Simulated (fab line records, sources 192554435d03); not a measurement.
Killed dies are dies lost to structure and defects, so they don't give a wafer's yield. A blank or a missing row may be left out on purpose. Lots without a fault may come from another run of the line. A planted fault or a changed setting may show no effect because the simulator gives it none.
fab line records | flow n5_finfet
record lots=7 wafers=21
route steps=1938 shown BEOL_M9@1411 BEOL_M10@1473 BEOL_M11@1539
start_h: hours from the record's first day to the start of the lot's first wafer shown | wait_h: hours since the lot's step before | " the same as in the row above | L1.1+2: a row that stands for several wafers | - no value, or no start given | * or withheld: withheld | < > ~ a bound
route shown NAME@n: a module of which the file shows steps, and the number in the route of the first | usual: mean/standard deviation of fault-free wafers | same: alike in all rows | chamber/n: place in a boat | sites: the reading at each site | _std_site: their standard deviation | _edge_site: outer sites' mean less inner sites' | radius_mm: how far each site lies from the wafer's centre | mask NAME#n: copy n | behind: the tool/chamber that last shaped the wafer | hold: why the lot was held/for how many hours/how that ended | device: the transistor (n, p or np) that didn't switch | end of line: the same wafers' tests at the end of the route | a step without rows: its recipe alone | killed: dies lost to structure and defects at the first sort, not the wafer's yield | map: a wafer's dies, x killed, . not, _ none there
set.NAME: the setting as run; set.NAME@STEP: as run at that earlier step | model.NAME: the simulator's own value behind a step, which no gauge read
lots whose settings were changed on purpose; a table a step, a row a wafer
## steps
# step N5_BEOL_M9_EXPOSE_08
# recipe mask_id=M9 na=1.35 source_shape=dipole sigma_inner=0.411 sigma_outer=0.611 polarization=te dose_mj=53.75
# columns lot.wafer tool chamber start_h wait_h mask set.dose_mj
L078.1+3 arfi_scanner-02 0 222.71 - M9#0 53.75
L078.6 " 0 " " M9#0 55.83
L079.1 arfi_scanner-02 0 246.23 - M9#0 52.51
L079.3+6 " 0 " " M9#0 53.75
L081.3+6 arfi_scanner-03 0 261.81 - M9#0 55.99
L081.5 " 0 " " M9#0 53.75
L088.1+3+4 arfi_scanner-03 0 311.38 - M9#0 53.75
L090.2+4+5 arfi_scanner-01 0 329.31 - M9#0 53.75
L092.1+5 arfi_scanner-01 0 333.11 - M9#0 53.75
L092.3 " 0 " " M9#0 54.82
L095.1 arfi_scanner-03 0 344.51 - M9#0 55.77
L095.3+6 " 0 " " M9#0 53.75
# step N5_BEOL_M9_PEB_09
# recipe peb_temp_c=withheld peb_time_s=60 resist=CAR-ArF
# step N5_BEOL_M9_DEVELOP_10
# recipe develop_time_s=30 developer=TMAH resist=CAR-ArF rinse_liquid=diw dry=air_spin dev_temp_c=23
# step N5_BEOL_M9_CD_MEAS_11
# recipe target_cd_nm=64.1 landing_energy_ev=500 detector=se_inlens polarity=opening
# usual cd_nm=63.9/0.48
# columns lot.wafer tool chamber start_h wait_h set.dose_mj@BEOL_M9_EXPOSE_08 cd_nm
L078.1 cd_sem-03 0 222.83 - 53.75 64.4
L078.3 " 0 " " 53.75 64.3
L078.6 " 0 " " 55.83 66.5
L079.1 cd_sem-03 0 246.36 - 52.51 62.6
L079.3 " 0 " " 53.75 63.6
L079.6 " 0 " " 53.75 63.3
L081.3 cd_sem-02 0 261.92 - 55.99 66.4
L081.5 " 0 " " 53.75 64.4
L081.6 " 0 " " 55.99 65.9
L088.1 cd_sem-03 0 311.50 - 53.75 63.5
L088.3 " 0 " " 53.75 63.8
L088.4 " 0 " " 53.75 63.8
L090.2 cd_sem-02 0 329.43 - 53.75 64.7
L090.4 " 0 " " 53.75 64.8
L090.5 " 0 " " 53.75 64.4
L092.1 cd_sem-03 0 333.23 - 53.75 64.3
L092.3 " 0 " " 54.82 65.1
L092.5 " 0 " " 53.75 63.5
L095.1 cd_sem-01 0 344.64 - 55.77 66.2
L095.3 " 0 " " 53.75 64.6
L095.6 " 0 " " 53.75 63.6
# step N5_BEOL_M9_DESCUM_16
# recipe chemistry=O2 time_s=7.9 source_power_w=50 bias_power_w=20 pressure_mtorr=20 rf_frequency_hz=2.712e+07 temp_c=40 resist=CAR-ArF o2_flow_sccm=225
# step N5_BEOL_M9_ETCH_61
# recipe chemistry=CF4 target=SiARC target_depth_a=390 mask_material=CAR-ArF time_s=65 ion_energy_ev=80 pressure_mtorr=40 source_w=545 bias_w=36 Ar_flow_sccm=100 cf4_flow_sccm=100 ends=cleared
# columns lot.wafer tool chamber start_h wait_h set.dose_mj@BEOL_M9_EXPOSE_08 model.BEOL_M9.cd_offset_nm
L078.1 rie_diel-04 2 222.96 0.0 53.75 -0.2
L078.3 " 3 " " 53.75 0
L078.6 " 3 " " 55.83 2.6
L079.1 rie_diel-03 3 246.65 0.0 52.51 -1.8
L079.3 " 0 " " 53.75 -0.6
L079.6 " 1 " " 53.75 -0.8
L081.3+6 rie_diel-05 3,0 262.04 0.0 55.99 2.2
L081.5 " 3 " " 53.75 0
L088.1+3 rie_diel-04 0,1 311.75 0.0 53.75 -0.4
L088.4 " 3 " " 53.75 -0.2
L090.2+5 rie_diel-04 1,2 329.85 0.0 53.75 0.6
L090.4 " 0 " " 53.75 0.4
L092.1 rie_diel-03 2 333.41 0.0 53.75 -0.4
L092.3 " 0 " " 54.82 0.8
L092.5 " 0 " " 53.75 -0.8
L095.1 rie_diel-05 3 344.76 0.0 55.77 2.2
L095.3 " 0 " " 53.75 0.4
L095.6 " 1 " " 53.75 0
# step N5_BEOL_M9_ETCH_62
# recipe chemistry=N2/H2 target=SOC target_depth_a=1100 overetch_a=220 mask_material=SiARC temp_c=40 time_s=165 ion_energy_ev=200 pressure_mtorr=30 source_w=840 bias_w=150 n2_flow_sccm=200 h2_flow_sccm=200
# columns lot.wafer tool chamber start_h wait_h set.time_s set.dose_mj@BEOL_M9_EXPOSE_08 model.BEOL_M9.cd_offset_nm model.SiARC_of_BEOL_M9_COAT_60.thk_nm
L078.1 rie_diel-04 2 223.01 0.0 165 53.75 -0.2 23.4
L078.3 " 3 " " 196.8 53.75 0.6 22.4
L078.6 " 3 " " 165 55.83 2.6 23.6
L079.1 rie_diel-03 3 246.70 0.0 165 52.51 -1.8 23.4
L079.3+6 " 0,1 " " 150.5 53.75 -1 24
L081.3 rie_diel-05 3 262.09 0.0 165 55.99 2 23.6
L081.5 " 3 " " 165 53.75 -0.4 23.6
L081.6 " 0 " " 165 55.99 1.8 23.6
L088.1+3 rie_diel-04 0,1 311.80 0.0 165 53.75 -0.4 23.6
L088.4 " 3 " " 165 53.75 -0.2 23.6
L090.2 rie_diel-04 1 329.90 0.0 165 53.75 0.8 23.6
L090.4 " 0 " " 188.8 53.75 0.8 22.8
L090.5 " 2 " " 188.8 53.75 1.2 22.6
L092.1 rie_diel-03 2 333.46 0.0 165 53.75 -0.6 23.2
L092.3 " 0 " " 165 54.82 0.6 23.4
L092.5 " 0 " " 155.1 53.75 -1.2 24
L095.1 rie_diel-05 3 344.81 0.0 165 55.77 1.8 23.6
L095.3 " 0 " " 165 53.75 0.4 23.4
L095.6 " 1 " " 165 53.75 -0.4 23.6
# step N5_BEOL_M9_STRIP_68
# recipe chemistry=N2/H2 temp_c=40 n2_flow_sccm=200 h2_flow_sccm=200 rf_frequency_hz=6e+07
# step N5_BEOL_M9_STRIP_67
# recipe chemistry=CF4 resist=SiARC power_w=300 bias_power_w=75 pressure_mtorr=50 cf4_flow_sccm=150 rf_frequency_hz=6e+07
# step N5_BEOL_M9_HM_OPEN_17
# recipe chemistry=Cl2/BCl3 target_depth_a=200 overetch_a=60 target=TiN mask_material=SOC ion_energy_ev=150 pressure_mtorr=10 icp_w=1000 bias_w=126 Cl2_flow_sccm=53.25 bcl3_flow_sccm=21.75 Ar_flow_sccm=25
# columns lot.wafer tool chamber start_h wait_h set.dose_mj@BEOL_M9_EXPOSE_08 set.time_s@BEOL_M9_ETCH_62 model.BEOL_M9.cd_offset_nm model.etch.depth_nm
L078.1 rie_metal-02 0 223.19 0.0 53.75 165 0 20.22
L078.3 " 1 " " 53.75 196.8 0.6 17.27
L078.6 " 1 " " 55.83 165 2.6 20.34
L079.1 rie_metal-03 1 246.89 0.0 52.51 165 -1.6 19.69
L079.3 " 1 " " 53.75 150.5 -0.8 19.9
L079.6 " 1 " " 53.75 150.5 -1 20.06
L081.3 rie_metal-02 0 262.31 0.1 55.99 165 2 20.37
L081.5 " 1 " " 53.75 165 -0.2 20.35
L081.6 " 0 " " 55.99 165 1.8 20.23
L088.1 rie_metal-01 1 311.99 0.0 53.75 165 -0.6 19.8
L088.3 " 1 " " 53.75 165 -0.6 19.91
L088.4 " 0 " " 53.75 165 -0.4 19.68
L090.2 rie_metal-02 0 330.08 0.0 53.75 165 0.8 20.2
L090.4 " 1 " " 53.75 188.8 1 17.84
L090.5 " 0 " " 53.75 188.8 1.2 17.77
L092.1 rie_metal-01 0 333.64 0.0 53.75 165 -0.6 20.02
L092.3 " 1 " " 54.82 165 0.6 19.9
L092.5 " 0 " " 53.75 155.1 -1.2 19.98
L095.1 rie_metal-03 1 345.00 0.0 55.77 165 2 20.03
L095.3 " 1 " " 53.75 165 0.4 19.95
L095.6 " 0 " " 53.75 165 -0.4 20.07
# step N5_BEOL_M9_STRIP_19
# recipe chemistry=O2 power_w=400 temp_c=40 pressure_mtorr=30 rf_frequency_hz=6e+07 bias_power_w=0 overash_fraction=0.2 o2_flow_sccm=225
# step N5_BEOL_M9_CD_MEAS_18
# recipe pitch_nm=140 target_cd_nm=70
# usual cd_nm=69.8/0.56
# columns lot.wafer tool chamber start_h wait_h set.dose_mj@BEOL_M9_EXPOSE_08 cd_nm
L078.1 cd_sem-01 - 223.56 0.0 53.75 70.1
L078.3 " - " " 53.75 70.8
L078.6 " - " " 55.83 72.7
L079.1 cd_sem-03 - 247.16 0.0 52.51 68.4
L079.3 " - " " 53.75 69.5
L079.6 " - " " 53.75 69.2
L081.3 cd_sem-02 - 262.56 0.1 55.99 72.1
L081.5 " - " " 53.75 70.0
L081.6 " - " " 55.99 71.3
L088.1 cd_sem-03 - 312.17 0.0 53.75 69.7
L088.3 " - " " 53.75 69.2
L088.4 " - " " 53.75 70.2
L090.2 cd_sem-02 - 330.27 0.1 53.75 70.8
L090.4 " - " " 53.75 70.9
L090.5 " - " " 53.75 71.1
L092.1 cd_sem-01 - 333.82 0.0 53.75 69.4
L092.3 " - " " 54.82 70.5
L092.5 " - " " 53.75 68.9
L095.1 cd_sem-01 - 345.18 0.0 55.77 72.1
L095.3 " - " " 53.75 70.4
L095.6 " - " " 53.75 69.5
# step N5_BEOL_M9_COAT_63
# recipe resist=SOC temp_c=250 time_s=60 spin_rpm=1500 resist_thk_nm=60
# step N5_BEOL_M9_COAT_64
# recipe resist=SiARC temp_c=220 time_s=60 spin_rpm=1500 resist_thk_nm=12
# step N5_BEOL_M9_PRECLEAN_42
# recipe chemistry=residue_remover time_s=60 temp_c=40
# step N5_BEOL_M9_SRD_43
# recipe time_s=30 temp_c=23 rinse_liquid=diw dry=ipa_marangoni
# step N5_BEOL_M9_CD_MEAS_35
# recipe target_cd_nm=70 target_cd_y_nm=40 polarity=opening
# usual cd_nm=69.8/0.56
# columns lot.wafer tool chamber start_h wait_h set.dose_mj@BEOL_M9_EXPOSE_08 cd_nm
L078.1 cd_sem-01 - 226.89 0.0 53.75 69.8
L078.3 " - " " 53.75 70.8
L078.6 " - " " 55.83 72.4
L079.1 cd_sem-02 - 249.69 0.0 52.51 68.7
L079.3 " - " " 53.75 69.3
L079.6 " - " " 53.75 69.1
L081.3 cd_sem-03 - 265.28 0.0 55.99 72.1
L081.5 " - " " 53.75 69.9
L081.6 " - " " 55.99 71.8
L088.1 cd_sem-03 - 314.03 0.0 53.75 69.2
L088.3 " - " " 53.75 69.1
L088.4 " - " " 53.75 69.7
L090.2 cd_sem-02 - 332.31 0.0 53.75 70.6
L090.4 " - " " 53.75 71.0
L090.5 " - " " 53.75 70.9
L092.1 cd_sem-03 - 337.63 0.0 53.75 69.1
L092.3 " - " " 54.82 70.3
L092.5 " - " " 53.75 68.8
L095.1 cd_sem-01 - 348.00 0.0 55.77 72.1
L095.3 " - " " 53.75 70.5
L095.6 " - " " 53.75 69.6
# step N5_BEOL_M10_PECVD_70
# recipe material=SiO2 target_thk_a=200 temp_c=400 precursor=TEOS/O2 pressure_torr=5.5 rf_w=450 teos_flow_sccm=53.8 gas=O2 flow_sccm=3000 time_s=22.7
# columns lot.wafer tool chamber start_h wait_h set.time_s model.SiO2_of_BEOL_M10_PECVD_70.thk_nm
L078.1 pecvd-03 1 230.99 0.0 25.02 21.6
L078.3+6 " 1 " " 22.7 20
L079.1 pecvd-01 1 252.85 0.0 23.92 20.2
L079.3+6 " 1,0 " " 23.92 20.8
L081.3+5 pecvd-02 1,0 268.23 0.1 22.7 20
L081.6 " 1 " " 19.95 17.8
L088.1 pecvd-03 2 317.32 0.0 22.7 20
L088.3 " 1 " " 22.7 19.8
L088.4 " 0 " " 22.7 20.2
L090.2 pecvd-03 2 335.64 0.0 22.7 19.8
L090.4 " 1 " " 22.7 20
L090.5 " 2 " " 25.97 23.2
L092.1 pecvd-03 0 341.85 0.0 26.06 22.4
L092.3 " 0 " " 22.7 19.8
L092.5 " 2 " " 22.7 20
L095.1 pecvd-02 1 351.44 0.0 22.7 19.6
L095.3 " 0 " " 25.24 21.8
L095.6 " 2 " " 22.7 19.8
# step N5_BEOL_M11_PECVD_70
# recipe material=SiO2 target_thk_a=200 temp_c=400 precursor=TEOS/O2 pressure_torr=5.5 rf_w=450 teos_flow_sccm=53.8 gas=O2 flow_sccm=3000 time_s=22.7
# columns lot.wafer tool chamber start_h wait_h set.time_s model.SiO2_of_BEOL_M11_PECVD_70.thk_nm
L078.1 pecvd-04 0 239.97 0.0 22.7 19.8
L078.3 " 1 " " 22.7 19.4
L078.6 " 1 " " 25.44 22.4
L079.1 pecvd-03 0 261.18 0.0 22.7 20.2
L079.3 " 2 " " 23.87 21.2
L079.6 " 2 " " 23.87 21.6
L081.3 pecvd-04 1 277.54 0.0 22.7 19.8
L081.5+6 " 2,1 " " 22.7 20.2
L088.1+3+4 pecvd-04 0,1,2 326.07 0.0 22.7 19.8
L090.2+4 pecvd-03 1,2 345.99 0.0 22.7 20
L090.5 " 1 " " 22.7 20.4
L092.1 pecvd-03 2 351.17 0.0 20.54 17.8
L092.3 " 1 " " 20.54 18.2
L092.5 " 2 " " 22.7 20
L095.1 pecvd-03 1 361.03 0.0 24.36 21.4
L095.3 " 0 " " 24.36 21.2
L095.6 " 1 " " 22.7 20.4
## key
split step=N5_BEOL_M9_EXPOSE_08 setting=dose_mj stated=53.75 by=wafer
response step=N5_BEOL_M9_CD_MEAS_11 reading=cd_nm change=+0.497 per=1% r=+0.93
response step=N5_BEOL_M9_ETCH_61 reading=model.BEOL_M9.cd_offset_nm change=+0.582 per=1% r=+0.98
response step=N5_BEOL_M9_ETCH_62 reading=model.BEOL_M9.cd_offset_nm change=+0.547 per=1% r=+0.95
response step=N5_BEOL_M9_HM_OPEN_17 reading=model.BEOL_M9.cd_offset_nm change=+0.534 per=1% r=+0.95
response step=N5_BEOL_M9_CD_MEAS_18 reading=cd_nm change=+0.522 per=1% r=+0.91
response step=N5_BEOL_M9_CD_MEAS_35 reading=cd_nm change=+0.513 per=1% r=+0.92
split step=N5_BEOL_M9_ETCH_62 setting=time_s stated=165 by=wafer
response step=N5_BEOL_M9_ETCH_62 reading=model.SiARC_of_BEOL_M9_COAT_60.thk_nm change=-0.063 per=1% r=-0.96
response step=N5_BEOL_M9_HM_OPEN_17 reading=model.etch.depth_nm change=-0.137 per=1% r=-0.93
split step=N5_BEOL_M10_PECVD_70 setting=time_s stated=22.7 by=wafer
response step=N5_BEOL_M10_PECVD_70 reading=model.SiO2_of_BEOL_M10_PECVD_70.thk_nm change=+0.188 per=1% r=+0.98
split step=N5_BEOL_M11_PECVD_70 setting=time_s stated=22.7 by=wafer
response step=N5_BEOL_M11_PECVD_70 reading=model.SiO2_of_BEOL_M11_PECVD_70.thk_nm change=+0.207 per=1% r=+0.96
